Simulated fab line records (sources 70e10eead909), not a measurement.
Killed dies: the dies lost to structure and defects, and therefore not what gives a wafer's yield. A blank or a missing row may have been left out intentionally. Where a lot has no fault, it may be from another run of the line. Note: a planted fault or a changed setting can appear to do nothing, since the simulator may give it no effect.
fab line records || flow nandHarc || part 2 of 2: steps 22 to 29 of 29
[record] {"lots": 5, "wafers": 15, "lastDay": 23}
route steps=1159 shown P_GATE@215 P_CONTACT@217
lots with no fault: from the same line, run without faults
startH: hours from the record's opening day to when the first of the lot's shown wafers began || waitH: hours from the lot's prior step to this one || " same as the row above || L1.1+2: several wafers, shown together as one row || - no value, or no start was given || * or withheld: withheld || < > ~ a bound
route shown NAME@n: a module of which the file shows steps, and the number in the route of the first || usual: mean/standard deviation of fault-free wafers || same: alike in all rows || chamber/n: place in a boat || sites: per-site readings || _std_site: their standard deviation || _edge_site: inner sites' mean taken away from outer sites' mean || radiusMm: how far each site lies from the wafer's centre || mask NAME#n: copy n || behind: the most recent tool/chamber to have shaped the wafer || hold: cause of the lot's hold/its duration in hours/its outcome || device: whichever transistor did not switch (one of n, p or np) || end of line: the route-end tests of the same wafers || step lacking rows: just its recipe || killed: count of dies lost to structure and defects at first sort (not the wafer's yield) || map: dies across one wafer; x = killed, . = not, _ = none there
set.NAME: the setting as run; set.NAME@STEP: as run at that earlier step || model.NAME: the simulator's own value behind a step, which no gauge read
certain route steps with their lots: each step a table, each wafer a row
services: a tool's chamber out of use, with start hour (startH, from the record's first day; less than 0 if before it), hours out, and reason
[[steps]]
[step NHARC_P_CONTACT_ETCH_36]
[recipe] {"targetDepthA": 2600, "overEtchFrac": 0.25, "timeS": 406.25, "ionEnergyEv": 200, "n2FlowSccm": 150, "h2FlowSccm": 150, "arFlowSccm": 0, "rfW": 400, "biasW": 150, "chemistry": "N2/H2"}
[usual] {"chamberPressureMTorr": "29.998/0.025", "drypumpMotorCurrentA": "5.9/0.48", "oesProductAu": "0.998/0.01", "rfVppV": "430.5/2.6", "showerheadPlenumPTorr": "2.04/0.094", "throttleValvePct": "14.172/0.0092"}
[same] {"timeS": 406.25}
{"lot.wafer": "L077.3", "tool": "rieDiel-04", "chamber": 0, "startH": "-", "waitH": "-", "chamberPressureMTorr": 30.015, "drypumpMotorCurrentA": 5.9, "oesProductAu": 0.989, "rfHoursCounterH": 0, "rfVppV": 428.5, "showerheadPlenumPTorr": 1.96, "throttleValvePct": 14.172}
{"lot.wafer": "L077.6", "tool": "rieDiel-04", "chamber": 3, "startH": "-", "waitH": "-", "chamberPressureMTorr": 29.974, "drypumpMotorCurrentA": 6.7, "oesProductAu": 0.986, "rfHoursCounterH": "-", "rfVppV": 428.2, "showerheadPlenumPTorr": 1.94, "throttleValvePct": 14.153}
{"lot.wafer": "L077.5", "tool": "rieDiel-04", "chamber": 0, "startH": "-", "waitH": "-", "chamberPressureMTorr": 29.997, "drypumpMotorCurrentA": 5.9, "oesProductAu": 0.981, "rfHoursCounterH": "-", "rfVppV": 426.9, "showerheadPlenumPTorr": 1.96, "throttleValvePct": 14.197}
{"lot.wafer": "L078.1", "tool": "rieDiel-04", "chamber": 1, "startH": "-", "waitH": "-", "chamberPressureMTorr": 30.028, "drypumpMotorCurrentA": 5.6, "oesProductAu": 0.984, "rfHoursCounterH": 1, "rfVppV": 428.0, "showerheadPlenumPTorr": 1.94, "throttleValvePct": 14.169}
{"lot.wafer": "L078.3", "tool": "rieDiel-04", "chamber": 2, "startH": "-", "waitH": "-", "chamberPressureMTorr": 29.992, "drypumpMotorCurrentA": 5.4, "oesProductAu": 1.010, "rfHoursCounterH": 1, "rfVppV": 430.8, "showerheadPlenumPTorr": 2.10, "throttleValvePct": 14.169}
{"lot.wafer": "L078.2", "tool": "rieDiel-04", "chamber": 0, "startH": "-", "waitH": "-", "chamberPressureMTorr": 29.942, "drypumpMotorCurrentA": 5.9, "oesProductAu": 0.988, "rfHoursCounterH": 1, "rfVppV": 429.7, "showerheadPlenumPTorr": 1.96, "throttleValvePct": 14.165}
{"lot.wafer": "L083.3", "tool": "rieDiel-04", "chamber": 1, "startH": "-", "waitH": "-", "chamberPressureMTorr": 29.992, "drypumpMotorCurrentA": 5.6, "oesProductAu": 0.982, "rfHoursCounterH": 6, "rfVppV": 426.4, "showerheadPlenumPTorr": 1.94, "throttleValvePct": 14.183}
{"lot.wafer": "L083.1", "tool": "rieDiel-04", "chamber": 2, "startH": "-", "waitH": "-", "chamberPressureMTorr": 29.975, "drypumpMotorCurrentA": 5.4, "oesProductAu": 1.007, "rfHoursCounterH": 6, "rfVppV": 431.0, "showerheadPlenumPTorr": 2.10, "throttleValvePct": 14.166}
{"lot.wafer": "L083.2", "tool": "rieDiel-04", "chamber": 3, "startH": "-", "waitH": "-", "chamberPressureMTorr": 30.005, "drypumpMotorCurrentA": 6.6, "oesProductAu": 0.995, "rfHoursCounterH": 6, "rfVppV": 428.0, "showerheadPlenumPTorr": 1.94, "throttleValvePct": 14.164}
{"lot.wafer": "L088.4", "tool": "rieDiel-08", "chamber": 2, "startH": "-", "waitH": "-", "chamberPressureMTorr": 29.923, "drypumpMotorCurrentA": 5.0, "oesProductAu": 1.019, "rfHoursCounterH": 3, "rfVppV": 434.0, "showerheadPlenumPTorr": 2.14, "throttleValvePct": 14.169}
{"lot.wafer": "L088.2", "tool": "rieDiel-08", "chamber": 3, "startH": "-", "waitH": "-", "chamberPressureMTorr": 29.976, "drypumpMotorCurrentA": 5.8, "oesProductAu": 0.980, "rfHoursCounterH": 4, "rfVppV": 434.7, "showerheadPlenumPTorr": 2.16, "throttleValvePct": 14.187}
{"lot.wafer": "L088.5", "tool": "rieDiel-08", "chamber": 3, "startH": "-", "waitH": "-", "chamberPressureMTorr": 29.972, "drypumpMotorCurrentA": 5.8, "oesProductAu": 0.986, "rfHoursCounterH": "-", "rfVppV": 433.8, "showerheadPlenumPTorr": 2.16, "throttleValvePct": 14.172}
{"lot.wafer": "L092.3", "tool": "rieDiel-04", "chamber": 3, "startH": "-", "waitH": "-", "chamberPressureMTorr": 29.986, "drypumpMotorCurrentA": 6.6, "oesProductAu": 1.008, "rfHoursCounterH": 11, "rfVppV": 427.6, "showerheadPlenumPTorr": 1.94, "throttleValvePct": 14.178}
{"lot.wafer": "L092.4", "tool": "rieDiel-04", "chamber": 0, "startH": "-", "waitH": "-", "chamberPressureMTorr": 30.004, "drypumpMotorCurrentA": 5.9, "oesProductAu": 0.984, "rfHoursCounterH": 7, "rfVppV": 427.9, "showerheadPlenumPTorr": 1.96, "throttleValvePct": 14.167}
{"lot.wafer": "L092.6", "tool": "rieDiel-04", "chamber": 2, "startH": "-", "waitH": "-", "chamberPressureMTorr": 29.988, "drypumpMotorCurrentA": 5.4, "oesProductAu": 1.006, "rfHoursCounterH": "-", "rfVppV": 432.4, "showerheadPlenumPTorr": 2.09, "throttleValvePct": 14.155}
[step NHARC_P_CONTACT_ETCH_18]
[recipe] {"targetDepthA": 4810, "timeS": 240.5, "c4f8FlowSccm": 20, "o2FlowSccm": 10, "arFlowSccm": "withheld", "rfW": 600, "biasW": 1500, "chemistry": "C4F8/O2/Ar"}
[usual] {"chamberPressureMTorr": "24.997/0.025", "oesProductAu": "0.956/0.016", "rfVppV": "979/5.9"}
[same] {"timeS": 240.5}
{"lot.wafer": "L077.3", "tool": "rieDiel-04", "chamber": 2, "startH": "-", "waitH": "-", "chamberPressureMTorr": 25.005, "oesProductAu": 0.986, "rfHoursCounterH": 0, "rfVppV": 982}
{"lot.wafer": "L077.5", "tool": "rieDiel-04", "chamber": 2, "startH": "-", "waitH": "-", "chamberPressureMTorr": 25.022, "oesProductAu": 0.988, "rfHoursCounterH": "-", "rfVppV": 981}
{"lot.wafer": "L077.6", "tool": "rieDiel-04", "chamber": 3, "startH": "-", "waitH": "-", "chamberPressureMTorr": 24.970, "oesProductAu": 0.957, "rfHoursCounterH": "-", "rfVppV": 973}
{"lot.wafer": "L078.1", "tool": "rieDiel-04", "chamber": 1, "startH": "-", "waitH": "-", "chamberPressureMTorr": 25.012, "oesProductAu": 0.954, "rfHoursCounterH": 1, "rfVppV": 971}
{"lot.wafer": "L078.2", "tool": "rieDiel-04", "chamber": 3, "startH": "-", "waitH": "-", "chamberPressureMTorr": 25.004, "oesProductAu": 0.974, "rfHoursCounterH": 1, "rfVppV": 973}
{"lot.wafer": "L078.3", "tool": "rieDiel-04", "chamber": 0, "startH": "-", "waitH": "-", "chamberPressureMTorr": 24.981, "oesProductAu": 0.973, "rfHoursCounterH": 1, "rfVppV": 972}
{"lot.wafer": "L083.2", "tool": "rieDiel-04", "chamber": 3, "startH": "-", "waitH": "-", "chamberPressureMTorr": 25.009, "oesProductAu": 0.961, "rfHoursCounterH": 7, "rfVppV": 971}
{"lot.wafer": "L083.1", "tool": "rieDiel-04", "chamber": 1, "startH": "-", "waitH": "-", "chamberPressureMTorr": 25.007, "oesProductAu": 0.964, "rfHoursCounterH": 6, "rfVppV": 971}
{"lot.wafer": "L083.3", "tool": "rieDiel-04", "chamber": 2, "startH": "-", "waitH": "-", "chamberPressureMTorr": 24.972, "oesProductAu": 0.968, "rfHoursCounterH": 7, "rfVppV": 981}
{"lot.wafer": "L088.4", "tool": "rieDiel-08", "chamber": 1, "startH": "-", "waitH": "-", "chamberPressureMTorr": 24.975, "oesProductAu": 0.965, "rfHoursCounterH": 4, "rfVppV": 978}
{"lot.wafer": "L088.2", "tool": "rieDiel-08", "chamber": 0, "startH": "-", "waitH": "-", "chamberPressureMTorr": 24.985, "oesProductAu": 0.963, "rfHoursCounterH": 4, "rfVppV": 979}
{"lot.wafer": "L088.5", "tool": "rieDiel-08", "chamber": 1, "startH": "-", "waitH": "-", "chamberPressureMTorr": 24.964, "oesProductAu": 0.965, "rfHoursCounterH": "-", "rfVppV": 979}
{"lot.wafer": "L092.4", "tool": "rieDiel-04", "chamber": 3, "startH": "-", "waitH": "-", "chamberPressureMTorr": 24.982, "oesProductAu": 0.928, "rfHoursCounterH": 11, "rfVppV": 973}
{"lot.wafer": "L092.3", "tool": "rieDiel-04", "chamber": 0, "startH": "-", "waitH": "-", "chamberPressureMTorr": 24.974, "oesProductAu": 0.910, "rfHoursCounterH": 7, "rfVppV": 973}
{"lot.wafer": "L092.6", "tool": "rieDiel-04", "chamber": 3, "startH": "-", "waitH": "-", "chamberPressureMTorr": 25.003, "oesProductAu": 0.926, "rfHoursCounterH": "-", "rfVppV": 972}
[step NHARC_P_CONTACT_STRIP_37]
[recipe] {"c4f8FlowSccm": "withheld", "o2FlowSccm": 8, "arFlowSccm": "withheld", "biasW": 0, "chemistry": "C4F8/O2/Ar"}
{"lot.wafer": "L077.3+5+6", "tool": "rieDiel-04", "chamber": "0,0,1", "startH": "-", "waitH": "-"}
{"lot.wafer": "L078.1+3+2", "tool": "rieDiel-04", "chamber": "1,2,3", "startH": "-", "waitH": "-"}
{"lot.wafer": "L083.1+3+2", "tool": "rieDiel-04", "chamber": "1,2,3", "startH": "-", "waitH": "-"}
{"lot.wafer": "L088.2+4+5", "tool": "rieDiel-08", "chamber": "3,0,3", "startH": "-", "waitH": "-"}
{"lot.wafer": "L092.3+4+6", "tool": "rieDiel-04", "chamber": "1,2,1", "startH": "-", "waitH": "-"}
[step NHARC_P_CONTACT_ETCH_31]
[recipe] {"targetDepthA": 300, "timeS": 85.7, "ionEnergyEv": 120, "overEtchFrac": 1, "ch3fFlowSccm": 50, "o2FlowSccm": 30, "arFlowSccm": 200, "rfW": 500, "biasW": 100, "chemistry": "CH3F/O2"}
[usual] {"ch3fFlowSccm": "49.99/0.15", "chamberPressureMTorr": "25.000/0.023", "drypumpMotorCurrentA": "5.9/0.49", "oesProductAu": "0.976/0.016", "rfVppV": "244.4/1.7", "showerheadPlenumPTorr": "2.47/0.11", "throttleValvePct": "20.663/0.0099"}
[same] {"timeS": 85.7}
{"lot.wafer": "L077.3", "tool": "rieDiel-04", "chamber": 3, "startH": "-", "waitH": "-", "ch3fFlowSccm": 49.78, "chamberPressureMTorr": 24.973, "drypumpMotorCurrentA": 6.6, "oesProductAu": 0.980, "rfHoursCounterH": 0, "rfVppV": 242.2, "showerheadPlenumPTorr": 2.35, "throttleValvePct": 20.656}
{"lot.wafer": "L077.5", "tool": "rieDiel-04", "chamber": 2, "startH": "-", "waitH": "-", "ch3fFlowSccm": 49.77, "chamberPressureMTorr": 24.983, "drypumpMotorCurrentA": 5.4, "oesProductAu": 1.006, "rfHoursCounterH": "-", "rfVppV": 244.8, "showerheadPlenumPTorr": 2.53, "throttleValvePct": 20.668}
{"lot.wafer": "L077.6", "tool": "rieDiel-04", "chamber": 3, "startH": "-", "waitH": "-", "ch3fFlowSccm": 49.84, "chamberPressureMTorr": 24.984, "drypumpMotorCurrentA": 6.6, "oesProductAu": 0.980, "rfHoursCounterH": "-", "rfVppV": 243.7, "showerheadPlenumPTorr": 2.35, "throttleValvePct": 20.675}
{"lot.wafer": "L078.1", "tool": "rieDiel-04", "chamber": 3, "startH": "-", "waitH": "-", "ch3fFlowSccm": 50.05, "chamberPressureMTorr": 25.054, "drypumpMotorCurrentA": 6.7, "oesProductAu": 0.990, "rfHoursCounterH": 2, "rfVppV": 242.3, "showerheadPlenumPTorr": 2.35, "throttleValvePct": 20.661}
{"lot.wafer": "L078.2", "tool": "rieDiel-04", "chamber": 0, "startH": "-", "waitH": "-", "ch3fFlowSccm": 49.89, "chamberPressureMTorr": 25.010, "drypumpMotorCurrentA": 5.9, "oesProductAu": 0.976, "rfHoursCounterH": 2, "rfVppV": 243.1, "showerheadPlenumPTorr": 2.37, "throttleValvePct": 20.656}
{"lot.wafer": "L078.3", "tool": "rieDiel-04", "chamber": 1, "startH": "-", "waitH": "-", "ch3fFlowSccm": 49.77, "chamberPressureMTorr": 25.015, "drypumpMotorCurrentA": 5.6, "oesProductAu": 0.996, "rfHoursCounterH": 2, "rfVppV": 242.6, "showerheadPlenumPTorr": 2.35, "throttleValvePct": 20.667}
{"lot.wafer": "L083.2", "tool": "rieDiel-04", "chamber": 3, "startH": "-", "waitH": "-", "ch3fFlowSccm": 49.79, "chamberPressureMTorr": 25.000, "drypumpMotorCurrentA": 6.7, "oesProductAu": 0.987, "rfHoursCounterH": 7, "rfVppV": 243.7, "showerheadPlenumPTorr": 2.35, "throttleValvePct": 20.656}
{"lot.wafer": "L083.1", "tool": "rieDiel-04", "chamber": 1, "startH": "-", "waitH": "-", "ch3fFlowSccm": 49.80, "chamberPressureMTorr": 25.012, "drypumpMotorCurrentA": 5.6, "oesProductAu": 0.974, "rfHoursCounterH": 7, "rfVppV": 244.6, "showerheadPlenumPTorr": 2.35, "throttleValvePct": 20.652}
{"lot.wafer": "L083.3", "tool": "rieDiel-04", "chamber": 2, "startH": "-", "waitH": "-", "ch3fFlowSccm": 50.05, "chamberPressureMTorr": 24.976, "drypumpMotorCurrentA": 5.4, "oesProductAu": 0.991, "rfHoursCounterH": 7, "rfVppV": 245.9, "showerheadPlenumPTorr": 2.52, "throttleValvePct": 20.671}
{"lot.wafer": "L088.4", "tool": "rieDiel-08", "chamber": 1, "startH": "-", "waitH": "-", "ch3fFlowSccm": 50.24, "chamberPressureMTorr": 24.949, "drypumpMotorCurrentA": 6.3, "oesProductAu": 0.981, "rfHoursCounterH": 4, "rfVppV": 243.6, "showerheadPlenumPTorr": 2.47, "throttleValvePct": 20.678}
{"lot.wafer": "L088.2", "tool": "rieDiel-08", "chamber": 2, "startH": "-", "waitH": "-", "ch3fFlowSccm": 50.02, "chamberPressureMTorr": 24.957, "drypumpMotorCurrentA": 5.0, "oesProductAu": 0.991, "rfHoursCounterH": 4, "rfVppV": 246.2, "showerheadPlenumPTorr": 2.57, "throttleValvePct": 20.667}
{"lot.wafer": "L088.5", "tool": "rieDiel-08", "chamber": 1, "startH": "-", "waitH": "-", "ch3fFlowSccm": 49.94, "chamberPressureMTorr": 25.001, "drypumpMotorCurrentA": 6.2, "oesProductAu": 0.978, "rfHoursCounterH": "-", "rfVppV": 242.5, "showerheadPlenumPTorr": 2.47, "throttleValvePct": 20.658}
{"lot.wafer": "L092.4", "tool": "rieDiel-04", "chamber": 0, "startH": "-", "waitH": "-", "ch3fFlowSccm": 50.09, "chamberPressureMTorr": 24.978, "drypumpMotorCurrentA": 5.9, "oesProductAu": 0.953, "rfHoursCounterH": 7, "rfVppV": 242.6, "showerheadPlenumPTorr": 2.36, "throttleValvePct": 20.661}
{"lot.wafer": "L092.3", "tool": "rieDiel-04", "chamber": 1, "startH": "-", "waitH": "-", "ch3fFlowSccm": 50.00, "chamberPressureMTorr": 24.998, "drypumpMotorCurrentA": 5.6, "oesProductAu": 0.952, "rfHoursCounterH": 10, "rfVppV": 242.0, "showerheadPlenumPTorr": 2.34, "throttleValvePct": 20.677}
{"lot.wafer": "L092.6", "tool": "rieDiel-04", "chamber": 1, "startH": "-", "waitH": "-", "ch3fFlowSccm": 49.91, "chamberPressureMTorr": 24.996, "drypumpMotorCurrentA": 5.6, "oesProductAu": 0.961, "rfHoursCounterH": "-", "rfVppV": 242.7, "showerheadPlenumPTorr": 2.34, "throttleValvePct": 20.671}
[step NHARC_P_CONTACT_CD_MEAS_19]
[usual] {"cdNm": "89.8/1.5"}
{"lot.wafer": "L077.3", "tool": "cdSem-02", "chamber": "-", "startH": 123.98, "waitH": "-", "cdNm": 92.0}
{"lot.wafer": "L077.5", "tool": "cdSem-02", "chamber": "-", "startH": 123.98, "waitH": "-", "cdNm": 90.0}
{"lot.wafer": "L077.6", "tool": "cdSem-02", "chamber": "-", "startH": 123.98, "waitH": "-", "cdNm": 89.6}
{"lot.wafer": "L078.1", "tool": "cdSem-01", "chamber": "-", "startH": 131.32, "waitH": "-", "cdNm": 90.9}
{"lot.wafer": "L078.2", "tool": "cdSem-01", "chamber": "-", "startH": 131.32, "waitH": "-", "cdNm": 91.8}
{"lot.wafer": "L078.3", "tool": "cdSem-01", "chamber": "-", "startH": 131.32, "waitH": "-", "cdNm": 91.6}
{"lot.wafer": "L083.1", "tool": "cdSem-01", "chamber": "-", "startH": 165.17, "waitH": "-", "cdNm": 90.6}
{"lot.wafer": "L083.2", "tool": "cdSem-01", "chamber": "-", "startH": 165.17, "waitH": "-", "cdNm": 90.7}
{"lot.wafer": "L083.3", "tool": "cdSem-01", "chamber": "-", "startH": 165.17, "waitH": "-", "cdNm": 87.7}
{"lot.wafer": "L088.2", "tool": "cdSem-01", "chamber": "-", "startH": 186.67, "waitH": "-", "cdNm": 91.0}
{"lot.wafer": "L088.4", "tool": "cdSem-01", "chamber": "-", "startH": 186.67, "waitH": "-", "cdNm": 93.2}
{"lot.wafer": "L088.5", "tool": "cdSem-01", "chamber": "-", "startH": 186.67, "waitH": "-", "cdNm": 92.2}
{"lot.wafer": "L092.3", "tool": "cdSem-03", "chamber": "-", "startH": 220.37, "waitH": "-", "cdNm": 90.6}
{"lot.wafer": "L092.4", "tool": "cdSem-03", "chamber": "-", "startH": 220.37, "waitH": "-", "cdNm": 92.5}
{"lot.wafer": "L092.6", "tool": "cdSem-03", "chamber": "-", "startH": 220.37, "waitH": "-", "cdNm": 90.7}
[step NHARC_P_CONTACT_STRIP_28]
[recipe] {"o2FlowSccm": 500, "arFlowSccm": 0, "biasW": 0, "chemistry": "O2"}
[usual] {"chamberPressureMTorr": "59.99/0.074", "drypumpMotorCurrentA": "5.9/0.47", "oesProductAu": "0.996/0.011", "rfVppV": "57.9/0.88", "showerheadPlenumPTorr": "3.55/0.14", "throttleValvePct": "17.036/0.0086"}
{"lot.wafer": "L077.3", "tool": "rieDiel-10", "chamber": 1, "startH": 124.06, "waitH": 0.1, "chamberPressureMTorr": 60.00, "drypumpMotorCurrentA": 5.7, "oesProductAu": 1.007, "rfHoursCounterH": 35, "rfVppV": 57.5, "showerheadPlenumPTorr": 3.29, "throttleValvePct": 17.037}
{"lot.wafer": "L077.5", "tool": "rieDiel-10", "chamber": 0, "startH": 124.06, "waitH": 0.1, "chamberPressureMTorr": 59.95, "drypumpMotorCurrentA": 6.2, "oesProductAu": 1.015, "rfHoursCounterH": "-", "rfVppV": 58.6, "showerheadPlenumPTorr": 3.74, "throttleValvePct": 17.034}
{"lot.wafer": "L077.6", "tool": "rieDiel-10", "chamber": 1, "startH": 124.06, "waitH": 0.1, "chamberPressureMTorr": 60.03, "drypumpMotorCurrentA": 5.7, "oesProductAu": 1.015, "rfHoursCounterH": "-", "rfVppV": 56.0, "showerheadPlenumPTorr": 3.29, "throttleValvePct": 17.032}
{"lot.wafer": "L078.2", "tool": "rieDiel-10", "chamber": 2, "startH": 131.39, "waitH": 0.1, "chamberPressureMTorr": 60.01, "drypumpMotorCurrentA": 6.4, "oesProductAu": 1.002, "rfHoursCounterH": 44, "rfVppV": 57.8, "showerheadPlenumPTorr": 3.66, "throttleValvePct": 17.033}
{"lot.wafer": "L078.3", "tool": "rieDiel-10", "chamber": 3, "startH": 131.39, "waitH": 0.1, "chamberPressureMTorr": 60.00, "drypumpMotorCurrentA": 5.9, "oesProductAu": 1.007, "rfHoursCounterH": 42, "rfVppV": 57.7, "showerheadPlenumPTorr": 3.30, "throttleValvePct": 17.043}
{"lot.wafer": "L078.1", "tool": "rieDiel-10", "chamber": 0, "startH": 131.39, "waitH": 0.1, "chamberPressureMTorr": 60.05, "drypumpMotorCurrentA": 6.2, "oesProductAu": 1.008, "rfHoursCounterH": 42, "rfVppV": 57.5, "showerheadPlenumPTorr": 3.74, "throttleValvePct": 17.031}
{"lot.wafer": "L083.2", "tool": "rieDiel-08", "chamber": 1, "startH": 165.25, "waitH": 0.1, "chamberPressureMTorr": 60.04, "drypumpMotorCurrentA": 6.3, "oesProductAu": 0.996, "rfHoursCounterH": 3, "rfVppV": 58.0, "showerheadPlenumPTorr": 3.55, "throttleValvePct": 17.033}
{"lot.wafer": "L083.3", "tool": "rieDiel-08", "chamber": 3, "startH": 165.25, "waitH": 0.1, "chamberPressureMTorr": 60.07, "drypumpMotorCurrentA": 5.8, "oesProductAu": 0.979, "rfHoursCounterH": 3, "rfVppV": 58.7, "showerheadPlenumPTorr": 3.73, "throttleValvePct": 17.026}
{"lot.wafer": "L083.1", "tool": "rieDiel-08", "chamber": 0, "startH": 165.25, "waitH": 0.1, "chamberPressureMTorr": 59.97, "drypumpMotorCurrentA": 6.1, "oesProductAu": 0.987, "rfHoursCounterH": 2, "rfVppV": 57.3, "showerheadPlenumPTorr": 3.54, "throttleValvePct": 17.028}
{"lot.wafer": "L088.4", "tool": "rieDiel-08", "chamber": 3, "startH": 186.74, "waitH": 0.1, "chamberPressureMTorr": 59.98, "drypumpMotorCurrentA": 5.8, "oesProductAu": 0.994, "rfHoursCounterH": 4, "rfVppV": 58.1, "showerheadPlenumPTorr": 3.72, "throttleValvePct": 17.025}
{"lot.wafer": "L088.2", "tool": "rieDiel-08", "chamber": 1, "startH": 186.74, "waitH": 0.1, "chamberPressureMTorr": 60.06, "drypumpMotorCurrentA": 6.3, "oesProductAu": 0.998, "rfHoursCounterH": 4, "rfVppV": 58.3, "showerheadPlenumPTorr": 3.55, "throttleValvePct": 17.029}
{"lot.wafer": "L088.5", "tool": "rieDiel-08", "chamber": 0, "startH": 186.74, "waitH": 0.1, "chamberPressureMTorr": 60.00, "drypumpMotorCurrentA": 6.1, "oesProductAu": 0.991, "rfHoursCounterH": "-", "rfVppV": 55.9, "showerheadPlenumPTorr": 3.54, "throttleValvePct": 17.037}
{"lot.wafer": "L092.3", "tool": "rieDiel-08", "chamber": 0, "startH": 220.48, "waitH": 0.1, "chamberPressureMTorr": 60.01, "drypumpMotorCurrentA": 6.1, "oesProductAu": 0.994, "rfHoursCounterH": 7, "rfVppV": 57.5, "showerheadPlenumPTorr": 3.53, "throttleValvePct": 17.031}
{"lot.wafer": "L092.4", "tool": "rieDiel-08", "chamber": 1, "startH": 220.48, "waitH": 0.1, "chamberPressureMTorr": 59.99, "drypumpMotorCurrentA": 6.3, "oesProductAu": 0.995, "rfHoursCounterH": 6, "rfVppV": 57.1, "showerheadPlenumPTorr": 3.54, "throttleValvePct": 17.037}
{"lot.wafer": "L092.6", "tool": "rieDiel-08", "chamber": 3, "startH": 220.48, "waitH": 0.1, "chamberPressureMTorr": 60.05, "drypumpMotorCurrentA": 5.8, "oesProductAu": 0.992, "rfHoursCounterH": "-", "rfVppV": 57.7, "showerheadPlenumPTorr": 3.72, "throttleValvePct": 17.033}
[step NHARC_P_CONTACT_STRIP_29]
[recipe] {"timeS": 1200, "tempC": 72.5, "chemistry": "postEtchResidueRemover"}
[same] {"timeS": 1200}
{"lot.wafer": "L077.6+5+3", "tool": "wetBench-06", "chamber": "4,0,1", "startH": 124.25, "waitH": "-"}
{"lot.wafer": "L078.2+1+3", "tool": "wetBench-02", "chamber": "3,4,6", "startH": 131.62, "waitH": 0.2}
{"lot.wafer": "L083.3+2+1", "tool": "wetBench-06", "chamber": "6,7,1", "startH": 165.49, "waitH": 0.2}
{"lot.wafer": "L088.2+4+5", "tool": "wetBench-06", "chamber": "5,6,7", "startH": 186.95, "waitH": "-"}
{"lot.wafer": "L092.3+4+6", "tool": "wetBench-03", "chamber": "7,1,2", "startH": 220.65, "waitH": "-"}
[step NHARC_P_CONTACT_DEGAS_38]
[recipe] {"tempC": 300, "timeS": 60}
[usual] {"heaterPowerW": "452/54", "susceptorTempC": "300.00/0.19"}
[same] {"timeS": 60}
{"lot.wafer": "L077.3", "tool": "pvdSputter-03", "chamber": "-", "startH": 124.72, "waitH": "-", "heaterPowerW": 395, "susceptorTempC": 299.98}
{"lot.wafer": "L077.5", "tool": "pvdSputter-03", "chamber": "-", "startH": 124.72, "waitH": "-", "heaterPowerW": 468, "susceptorTempC": 300.10}
{"lot.wafer": "L077.6", "tool": "pvdSputter-03", "chamber": "-", "startH": 124.72, "waitH": "-", "heaterPowerW": 417, "susceptorTempC": 300.20}
{"lot.wafer": "L078.1", "tool": "pvdSputter-03", "chamber": "-", "startH": 132.07, "waitH": "-", "heaterPowerW": 482, "susceptorTempC": 300.07}
{"lot.wafer": "L078.3", "tool": "pvdSputter-03", "chamber": "-", "startH": 132.07, "waitH": "-", "heaterPowerW": 403, "susceptorTempC": 299.89}
{"lot.wafer": "L078.2", "tool": "pvdSputter-03", "chamber": "-", "startH": 132.07, "waitH": "-", "heaterPowerW": 518, "susceptorTempC": 299.66}
{"lot.wafer": "L083.3", "tool": "pvdSputter-02", "chamber": "-", "startH": 165.92, "waitH": "-", "heaterPowerW": 455, "susceptorTempC": 299.94}
{"lot.wafer": "L083.1", "tool": "pvdSputter-02", "chamber": "-", "startH": 165.92, "waitH": "-", "heaterPowerW": 554, "susceptorTempC": 299.66}
{"lot.wafer": "L083.2", "tool": "pvdSputter-02", "chamber": "-", "startH": 165.92, "waitH": "-", "heaterPowerW": 540, "susceptorTempC": 299.78}
{"lot.wafer": "L088.2", "tool": "pvdSputter-02", "chamber": "-", "startH": 187.39, "waitH": "-", "heaterPowerW": 419, "susceptorTempC": 300.19}
{"lot.wafer": "L088.4", "tool": "pvdSputter-02", "chamber": "-", "startH": 187.39, "waitH": "-", "heaterPowerW": 463, "susceptorTempC": 299.88}
{"lot.wafer": "L088.5", "tool": "pvdSputter-02", "chamber": "-", "startH": 187.39, "waitH": "-", "heaterPowerW": 409, "susceptorTempC": 300.05}
{"lot.wafer": "L092.4", "tool": "pvdSputter-01", "chamber": "-", "startH": 221.10, "waitH": "-", "heaterPowerW": 353, "susceptorTempC": 299.88}
{"lot.wafer": "L092.3", "tool": "pvdSputter-01", "chamber": "-", "startH": 221.10, "waitH": "-", "heaterPowerW": 390, "susceptorTempC": 300.41}
{"lot.wafer": "L092.6", "tool": "pvdSputter-01", "chamber": "-", "startH": 221.10, "waitH": "-", "heaterPowerW": 465, "susceptorTempC": 300.11}
[[services]]
{"tool": "wetBench-02", "chamber": "-", "startH": 101.91, "hours": 2.3, "kind": "repair"}
{"tool": "pvdSputter-03", "chamber": "-", "startH": 102.02, "hours": 10.0, "kind": "pm"}
{"tool": "pecvd-01", "chamber": 1, "startH": 105.10, "hours": 3.4, "kind": "repair"}
{"tool": "rieDiel-04", "chamber": 0, "startH": 109.71, "hours": 8.6, "kind": "repair"}
{"tool": "rieDiel-04", "chamber": "-", "startH": 111.93, "hours": 9.0, "kind": "pm"}
{"tool": "cmp-03", "chamber": "-", "startH": 115.39, "hours": 3.5, "kind": "repair"}
{"tool": "lithoTrack-06", "chamber": "-", "startH": 117.00, "hours": 7.0, "kind": "pm"}
{"tool": "pecvd-04", "chamber": 2, "startH": 120.73, "hours": 1.9, "kind": "repair"}
{"tool": "rieDiel-08", "chamber": "-", "startH": 124.85, "hours": 9.0, "kind": "pm"}
{"tool": "wetBench-06", "chamber": "-", "startH": 129.60, "hours": 8.0, "kind": "pm"}
{"tool": "arfiScanner-01", "chamber": "-", "startH": 131.09, "hours": 10.0, "kind": "repair"}
{"tool": "rieDiel-04", "chamber": 0, "startH": 152.34, "hours": 20.3, "kind": "repair"}
{"tool": "cmp-03", "chamber": "-", "startH": 156.43, "hours": 4.0, "kind": "pm"}
{"tool": "arfiScanner-01", "chamber": "-", "startH": 160.12, "hours": 4.8, "kind": "repair"}
{"tool": "cmp-03", "chamber": "-", "startH": 162.41, "hours": 1.1, "kind": "repair"}
{"tool": "rieDiel-08", "chamber": 2, "startH": 164.44, "hours": 5.3, "kind": "repair"}
{"tool": "rieDiel-04", "chamber": "-", "startH": 179.77, "hours": 26.1, "kind": "repair"}
{"tool": "wetBench-02", "chamber": "-", "startH": 180.00, "hours": 8.0, "kind": "pm"}
{"tool": "rieDiel-08", "chamber": 1, "startH": 187.94, "hours": 7.2, "kind": "repair"}
{"tool": "arfiScanner-01", "chamber": "-", "startH": 196.00, "hours": 4.0, "kind": "pm"}
{"tool": "pecvd-04", "chamber": "-", "startH": 196.58, "hours": 13.0, "kind": "pm"}
{"tool": "cmp-03", "chamber": "-", "startH": 209.43, "hours": 0.3, "kind": "repair"}
{"tool": "arfiScanner-01", "chamber": "-", "startH": 211.27, "hours": 2.6, "kind": "repair"}
{"tool": "arfiScanner-01", "chamber": "-", "startH": 217.37, "hours": 0.4, "kind": "repair"}
